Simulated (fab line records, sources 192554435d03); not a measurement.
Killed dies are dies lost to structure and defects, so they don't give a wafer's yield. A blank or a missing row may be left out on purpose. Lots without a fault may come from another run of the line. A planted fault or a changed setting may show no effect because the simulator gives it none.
Which tool did it? | flow n5_finfet | 12 lots, 36 wafers sampled, at 5 steps of a route of 1938

WHAT THE GAUGES READ, wafer by wafer
N5_ILD0_THK_MEAS_13.
lot  | measured    | on            | thk_nm (nm)
L889 | day 3 18:32 | film_metro-01 | 18.2 17.4 17.0
L891 | day 4 07:14 | film_metro-02 | 16.6 17.3 16.3
L893 | day 4 18:15 | film_metro-01 | 17.2 17.4 17.2
L894 | day 5 00:49 | film_metro-01 | 18.4 19.4 19.4
L897 | day 5 18:05 | film_metro-01 | 17.4 18.0 16.3
L898 | day 6 01:36 | film_metro-02 | 17.3 17.2 17.0
L903 | day 7 05:16 | film_metro-02 | 17.1 17.9 17.8
L904 | day 7 11:59 | film_metro-02 | 16.4 16.3 16.8
L905 | day 7 20:34 | film_metro-02 | 15.2 16.2 17.3
L907 | day 8 05:13 | film_metro-02 | 17.4 18.5 17.7
L909 | day 8 18:20 | film_metro-02 | 14.8 14.3 16.7
L912 | day 9 13:54 | film_metro-02 | 17.3 17.9 17.1

N5_SDB_CD_MEAS_11: target cd 50 nm.
lot  | measured    | on        | cd_nm (nm)
L889 | day 3 19:03 | cd_sem-02 | 52.8 51.0 51.7
L891 | day 4 07:46 | cd_sem-03 | 50.6 49.5 50.7
L893 | day 4 18:46 | cd_sem-02 | 50.1 51.2 49.5
L894 | day 5 01:20 | cd_sem-01 | 50.1 49.3 48.8
L897 | day 5 18:35 | cd_sem-03 | 49.4 50.1 49.1
L898 | day 6 02:07 | cd_sem-02 | 50.1 50.2 50.2
L903 | day 7 05:39 | cd_sem-02 | 50.5 50.5 49.8
L904 | day 7 12:22 | cd_sem-03 | 48.8 49.2 50.2
L905 | day 7 21:04 | cd_sem-01 | 49.8 49.6 50.4
L907 | day 8 05:44 | cd_sem-01 | 50.8 50.1 48.7
L909 | day 8 18:51 | cd_sem-02 | 50.9 50.7 50.1
L912 | day 9 14:25 | cd_sem-02 | 50.7 51.7 51.4

N5_SDB_OVL_MEAS_12.
lot  | measured    | on         | SDB_OVL (nm)
L889 | day 3 19:05 | overlay-01 | 2.2 0.8 0.4
L891 | day 4 07:47 | overlay-01 | 0.2 1.1 -0.6
L893 | day 4 18:47 | overlay-01 | 0.1 0.2 0.5
L894 | day 5 01:22 | overlay-02 | 1.7 0.5 1.0
L897 | day 5 18:37 | overlay-02 | -0.1 -1.1 1.6
L898 | day 6 02:08 | overlay-01 | 1.2 1.8 0.7
L903 | day 7 05:41 | overlay-02 | 9.6 11.0 10.9
L904 | day 7 12:23 | overlay-02 | 9.2 9.5 9.4
L905 | day 7 21:06 | overlay-01 | 0.9 -0.1 0.5
L907 | day 8 05:46 | overlay-01 | 2.2 0.5 2.2
L909 | day 8 18:53 | overlay-02 | 0.7 1.5 1.7
L912 | day 9 14:27 | overlay-02 | 1.0 1.1 0.3

WHICH TOOL RAN EACH LOT (tool, then ch and the chambers of the sampled wafers, then the start)
lot  | N5_ILD0_ALD_15                   | N5_SDB_EXPOSE_08
L889 | ald_sin-03 ch 1,3, day 3 16:02   | arfi_scanner-01 ch 0, day 3 18:56
L891 | ald_sin-04 ch 0,1,2, day 4 04:45 | arfi_scanner-02 ch 0, day 4 07:38
L893 | ald_sin-04 ch 0,2, day 4 15:46   | arfi_scanner-03 ch 0, day 4 18:38
L894 | ald_sin-01 ch 2,3, day 4 22:20   | arfi_scanner-02 ch 0, day 5 01:13
L897 | ald_sin-03 ch 0,2,3, day 5 15:35 | arfi_scanner-01 ch 0, day 5 18:28
L898 | ald_sin-01 ch 1,2, day 5 23:07   | arfi_scanner-02 ch 0, day 6 01:59
L903 | ald_sin-04 ch 0,1,2, day 7 02:46 | arfi_scanner-01 ch 0, day 7 05:31
L904 | ald_sin-04 ch 0,2, day 7 09:29   | arfi_scanner-01 ch 0, day 7 12:14
L905 | ald_sin-04 ch 1,2,3, day 7 18:04 | arfi_scanner-03 ch 0, day 7 20:57
L907 | ald_sin-03 ch 0,2, day 8 02:44   | arfi_scanner-02 ch 0, day 8 05:37
L909 | ald_sin-01 ch 0,2, day 8 15:50   | arfi_scanner-02 ch 0, day 8 18:44
L912 | ald_sin-03 ch 0,2, day 9 11:25   | arfi_scanner-02 ch 0, day 9 14:17
- N5_ILD0_ALD_15: deposits SiNx, target thk 24 nm, pulse time 1 s, ald cycles 480.
- N5_SDB_EXPOSE_08: exposes mask SDB.

WHAT THE TOOLS THEMSELVES READ (means of the sampled wafers that have a number; where no wafer has one, the mark that the record gives instead)
N5_ILD0_ALD_15.
lot  | tool       | heater_power_w (W) | precursor_pulse_height_rel
L889 | ald_sin-03 | 879                | 0.994
L891 | ald_sin-04 | 784                | 0.998
L893 | ald_sin-04 | 797                | 1.020
L894 | ald_sin-01 | 812                | 1.021
L897 | ald_sin-03 | 885                | 0.991
L898 | ald_sin-01 | 763                | 0.994
L903 | ald_sin-04 | 781                | 0.998
L904 | ald_sin-04 | 849                | 0.996
L905 | ald_sin-04 | 735                | 1.009
L907 | ald_sin-03 | 898                | 1.000
L909 | ald_sin-01 | 793                | 0.979
L912 | ald_sin-03 | 909                | 0.995

THE ANSWER, worked out from the rows above alone
Rule: what is usual is taken from the lots themselves. Put in order of their means at a reading, lots are off if they are a third of the lots or fewer, leave a main group of 4 or more, and stand apart from it by a gap of 3 or more times the standard deviation of the main group's means; of several such gaps the widest counts. A main group whose means are all the same, to the digits that the tables above print for the reading, isn't used. A lot without any number at a reading at which 4 lots or more have one is off too. The other lots that the step has rows for count as sound. The gauges are gone through in route order, then the tools' own readings, and for those a lot's mean is taken as printed above. The first step at which some lot is off is used, and at that step the reading that is off furthest; a lot without a number counts as furthest.
Off: L903, L904, at N5_SDB_OVL_MEAS_12 (SDB_OVL). The main group: mean 0.8 nm, standard deviation 0.5.
A tool fits if, at a process step before that reading, it ran every lot that is off, and no sound lot after the first of them. The gauges at N5_SDB_OVL_MEAS_12 are tried like those tools. One fits: arfi_scanner-01 at N5_SDB_EXPOSE_08. Its last sound lot is L897 (day 5 18:28), its first lot that is off L903 (day 7 05:31): a fault that began between those two fits.

WHAT THE SIMULATOR HAD PUT IN
Scanner matching overlay: arfi_scanner-01, from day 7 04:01 on, at N5_SDB_EXPOSE_08. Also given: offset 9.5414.
Lots struck among those shown: L903, L904. The rule above found the same.
